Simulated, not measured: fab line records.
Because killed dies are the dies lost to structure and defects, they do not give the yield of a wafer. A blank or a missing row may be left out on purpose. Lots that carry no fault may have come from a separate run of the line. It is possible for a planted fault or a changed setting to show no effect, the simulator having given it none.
Which tool did it? | flow n5_finfet | 10 lots, 30 wafers sampled, at 2 steps of a route of 1938

## WHAT THE GAUGES SHOWED, per wafer
N5_BEOL_M4_RC_MEAS_101.
lot  | measured     | on        | DIBL_N (mV/V)  | DIBL_P (mV/V)  | IOFF_N (nA/um)    | IOFF_P (nA/um)    | ION_N (uA/um) | ION_P (uA/um) | SS_N (mV/dec)  | SS_P (mV/dec)  | VT_N (mV)   | VT_P (mV)
L379 | day 9 06:28  | prober-01 | 35.5 38.7 37.8 | 32.1 36.9 35.6 | 0.117 0.175 0.158 | 0.181 0.263 0.238 | 667 674 680   | 459 463 465   | 71.3 72.3 72.1 | 73.0 73.6 74.2 | 259 249 251 | -252.0 -247.5 -249.4
L380 | day 9 10:19  | prober-01 | 36.4 34.4 35.7 | 38.4 36.0 37.3 | 0.172 0.147 0.159 | 0.220 0.183 0.201 | 680 676 680   | 464 466 463   | 71.4 71.8 71.4 | 73.1 73.3 73.2 | 248 251 252 | -247.6 -254.1 -251.3
L382 | day 9 12:20  | prober-01 | 36.2 36.3 35.1 | 35.6 34.6 34.0 | 0.170 0.162 0.144 | 0.205 0.180 0.169 | 681 673 677   | 461 455 454   | 72.0 71.7 71.5 | 73.3 73.7 73.6 | 244 249 250 | -249.8 -252.2 -253.3
L387 | day 11 01:58 | prober-01 | 36.7 38.2 35.7 | 39.1 40.0 37.9 | 0.176 0.215 0.169 | 0.239 0.259 0.216 | 683 691 676   | 470 466 460   | 72.3 71.8 71.2 | 74.5 73.4 73.3 | 245 243 245 | -248.6 -246.6 -248.6
L388 | day 11 09:09 | prober-01 | 36.8 36.9 35.2 | 37.6 37.7 36.0 | 0.161 0.157 0.137 | 0.204 0.212 0.183 | 683 670 667   | 463 457 458   | 71.3 71.6 71.2 | 72.9 73.1 73.0 | 250 253 253 | -250.2 -247.6 -249.6
L391 | day 11 17:19 | prober-01 | 35.0 36.0 35.3 | 35.1 36.3 35.5 | 0.130 0.140 0.128 | 0.182 0.199 0.185 | 666 671 659   | 459 462 457   | 71.2 71.7 71.4 | 72.8 74.3 74.0 | 252 253 255 | -256.3 -251.6 -253.3
L397 | day 13 18:05 | prober-02 | 39.0 37.2 37.0 | 37.6 35.8 35.3 | 0.191 0.156 0.150 | 0.251 0.227 0.210 | 683 678 674   | 470 469 462   | 72.0 71.0 71.3 | 73.5 73.2 73.4 | 250 251 253 | -247.7 -247.3 -249.9
L398 | day 13 23:07 | prober-02 | 34.7 34.6 33.9 | 36.0 35.4 34.7 | 0.134 0.130 0.116 | 0.192 0.187 0.168 | 678 661 665   | 465 459 456   | 71.1 71.7 71.0 | 72.3 72.1 72.4 | 252 251 254 | -251.0 -251.1 -252.2
L401 | day 14 15:42 | prober-02 | 37.2 36.8 35.9 | 38.6 37.0 35.9 | 0.187 0.166 0.152 | 0.259 0.228 0.212 | 685 671 675   | 477 465 467   | 72.3 72.1 71.6 | 73.5 74.1 73.8 | 246 248 249 | -249.3 -249.0 -250.1
L402 | day 15 06:20 | prober-02 | 37.0 35.1 36.8 | 38.0 36.5 38.2 | 0.164 0.139 0.174 | 0.233 0.205 0.235 | 669 669 676   | 468 465 467   | 71.6 71.4 71.8 | 73.6 72.4 72.8 | 250 252 249 | -249.7 -248.6 -249.1

N5_MIM_BOT_LITHO_INSPECT_12: inspects for defects (macro).
lot  | measured     | on                | raw_defect_count
L379 | day 13 00:19 | defect_inspect-02 | 2 1 3
L380 | day 13 11:02 | defect_inspect-02 | 2 0 1
L382 | day 13 16:29 | defect_inspect-01 | 1 2 4
L387 | day 15 11:14 | defect_inspect-02 | 4 2 1
L388 | day 15 13:37 | defect_inspect-02 | 2 2 0
L391 | day 15 17:43 | defect_inspect-02 | 0 4 3
L397 | day 17 22:34 | defect_inspect-02 | 4 2 0
L398 | day 18 00:14 | defect_inspect-01 | 1 4 0
L401 | day 19 10:39 | defect_inspect-02 | 6 1 4
L402 | day 19 03:16 | defect_inspect-01 | 1 1 3

## TOOL THAT RAN EACH LOT (tool first, then ch and the chambers of the sampled wafers, then the start)
The record holds no process step before these readings.

## AS READ BY THE TOOLS THEMSELVES (means over the sampled wafers that have a number; for cases with no such wafer, the mark the record gives instead)
The record holds no such reading with a usual standard deviation.

## THE ANSWER, worked out from the rows above alone
Rule: the usual values come from the lots themselves. Put in order of their means at a reading, lots are off if they are a third of the lots or fewer, leave a main group of 4 or more, and stand apart from it by a gap of 3 or more times the standard deviation of the main group's means; of several such gaps the widest counts. A main group is skipped when, at the precision printed for the reading in the tables above, its means are all equal. A lot without any number at a reading at which 4 lots or more have one is off too. The other lots that the step has rows for count as sound. First the gauges in route order, then the tools' own readings, where a lot's mean is used as printed above. The first step at which some lot is off is used, and at that step the reading that is off furthest; a lot without a number counts as furthest.
No lot is off at any reading shown: from this, nothing can be told.

## WHAT THE SIMULATOR HAD PUT IN
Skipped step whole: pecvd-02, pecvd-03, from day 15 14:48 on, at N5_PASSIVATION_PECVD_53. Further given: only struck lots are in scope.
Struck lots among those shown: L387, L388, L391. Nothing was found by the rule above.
